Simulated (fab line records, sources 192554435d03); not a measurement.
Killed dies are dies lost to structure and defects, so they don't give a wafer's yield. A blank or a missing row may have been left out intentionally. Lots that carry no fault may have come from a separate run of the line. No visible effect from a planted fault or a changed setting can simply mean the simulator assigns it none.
Struck lot and sound lot, side by side | flow n5-finfet | 17 steps out of a route of 1938
Sound: the wafers L997.1, L997.2, L997.5. The struck wafers were L107.4, L107.5, L107.6. Last of all comes the cause.
Per side, at each step with rows, come the tool, then ch with its chambers, and then its first start. Under that, the readings that differ: sound wafers | struck wafers | difference of the means | sigmas: that difference in standard deviations of wafers without a fault.
alike: readings with means less than 2 such deviations apart, plus words and numbers identical on both sides. not compared: withheld readings, readings lacking a value on some wafer, bounds such as >300 that could conceal the same value, and numbers that have no deviation in the record and whose values overlap.
Wherever a step has rows on one side only, a row that says differs or no value, or a row with sigmas, the two part there. Non-overlapping numbers with no deviation appear without sigmas and do not part them. Lack of a reading on every wafer of one side parts them only where that side has two or more wafers.

N5_HKMG_FIN_CD_MEAS_12: target cd 92.8 nm.
  sound on cd-sem-01 ch 0, day 5 06:56; struck on cd-sem-01 ch 0, day 7 17:21
  alike: cd-nm
N5_HKMG_FIN_OVL_MEAS_13:
  sound on overlay-02 ch 0, day 5 06:58; struck on overlay-02 ch 0, day 7 17:22
  reading       | sound       | struck         | difference | sigmas
  NWFM_OVL (nm) | 1.2 0.2 0.4 | -0.2 -1.7 -0.4 | -1.4       | -2
N5_HKMG_FIN_INSPECT_14: inspects for defects (macro).
  sound on defect-inspect-01, day 5 06:59; struck on defect-inspect-01, day 7 17:24
  alike: raw-defect-count
N5_HKMG_FIN_DESCUM_17: chemistry O2, time 7.9 s.
  sound on rie-diel-05 ch 1,2, day 5 07:01; struck on rie-diel-02 ch 0,1,2, day 7 17:41
  alike: chamber-pressure-mTorr, drypump-motor-current-A, oes-product-au, rf-vpp-V, showerhead-plenum-p-Torr, throttle-valve-pct
  not compared: rf-hours-counter-h
then, 4 steps without rows for these wafers: N5_HKMG_FIN_ETCH_31 (etches SiARC in CF4, target depth 45.5 nm, time 75.8 s); N5_HKMG_FIN_ETCH_32 (etches SOC in N2/H2, target depth 240 nm, time 300 s); N5_HKMG_FIN_STRIP_33 (strips in N2/H2); N5_HKMG_FIN_STRIP_34 (strips in CF4).
N5_HKMG_FIN_ETCH_35: etches SOC in N2/H2, target depth 215.8 nm, time 243.4 s.
  sound on rie-diel-05 ch 1,2, day 5 07:19; struck on rie-diel-02 ch 0,1,2, day 7 17:59
  alike: bias-w, chamber-pressure-mTorr, drypump-motor-current-A, oes-product-au, rf-vpp-V, showerhead-plenum-p-Torr, throttle-valve-pct
  not compared: rf-hours-counter-h
N5_HKMG_FIN_STRIP_92: strips SOC in N2/H2, time 20 s.
  sound on rie-diel-05 ch 1,2, day 5 07:28; struck on rie-diel-02 ch 0,1,2, day 7 18:08
  alike: chamber-pressure-mTorr, drypump-motor-current-A, oes-product-au, rf-vpp-V, showerhead-plenum-p-Torr, throttle-valve-pct
  not compared: rf-hours-counter-h
then, 1 step without rows for these wafers: N5_HKMG_FIN_WET_ETCH_18 (etches TiN in SC1, time 55 s, target depth 5.2 nm, rinse time 30 s).
N5_HKMG_FIN_STRIP_19: strips in N2/H2, time 360 s.
  sound on plasma-asher-01 ch 0,1, day 5 07:37; struck on plasma-asher-02 ch 0,1, day 7 18:25
  alike: drypump-motor-current-A, heater-power-w
  not compared: rf-hours-counter-h
N5_HKMG_FIN_ALD_91: deposits TiN, target thk 1 nm, pulse time 1 s, purge time 3 s.
  sound on ald-metal-02 ch 0,1, day 5 07:59; struck on ald-metal-02 ch 1,2,3, day 7 19:14
  alike: heater-power-w, precursor-pulse-height-rel
then, 1 step without rows for these wafers: N5_HKMG_FIN_COAT_85 (time 60 s, resist thk 300 nm).
N5_HKMG_FIN_ETCH_86: etches SOC in N2/H2, stops on TiN, target depth 393.2 nm.
  sound on rie-diel-05 ch 0,1, day 5 08:20; struck on rie-diel-04 ch 1,2,3, day 7 19:32
  reading                                  | sound | struck | difference | sigmas
  model.TiN_of_HKMG_FIN_ALD_91.thk-nm (nm) | 1 1 1 | 2 2 2  | +1         |
  alike: bias-w, chamber-pressure-mTorr, drypump-motor-current-A, oes-product-au, rf-vpp-V, showerhead-plenum-p-Torr, throttle-valve-pct
  not compared: rf-hours-counter-h
N5_HKMG_FIN_STRIP_89: strips SOC in N2/H2, time 20 s.
  sound on rie-diel-05 ch 0,1, day 5 08:23; struck on rie-diel-04 ch 1,2,3, day 7 19:43
  reading                        | sound             | struck            | difference | sigmas
  chamber-pressure-mTorr (mTorr) | 50.00 50.11 50.05 | 49.96 50.00 49.89 | -0.10      | -2
  alike: drypump-motor-current-A, oes-product-au, rf-vpp-V, showerhead-plenum-p-Torr, throttle-valve-pct
  not compared: rf-hours-counter-h
-- record jumps: 8 days separate the struck wafers' starts on either side; left off in module HKMG_FIN, taken up again in module PASSIVATION, whose first shown step is the route's number 1936 --
N5_PASSIVATION_PROBE_49:
  the record has rows for the struck wafers here (prober-02, day 15 11:33) and none for the sound ones

== WHERE THEY PART ==
Last at N5_PASSIVATION_PROBE_49 as far as this record goes, first at N5_HKMG_FIN_OVL_MEAS_13.

WHY: what the simulator had put in
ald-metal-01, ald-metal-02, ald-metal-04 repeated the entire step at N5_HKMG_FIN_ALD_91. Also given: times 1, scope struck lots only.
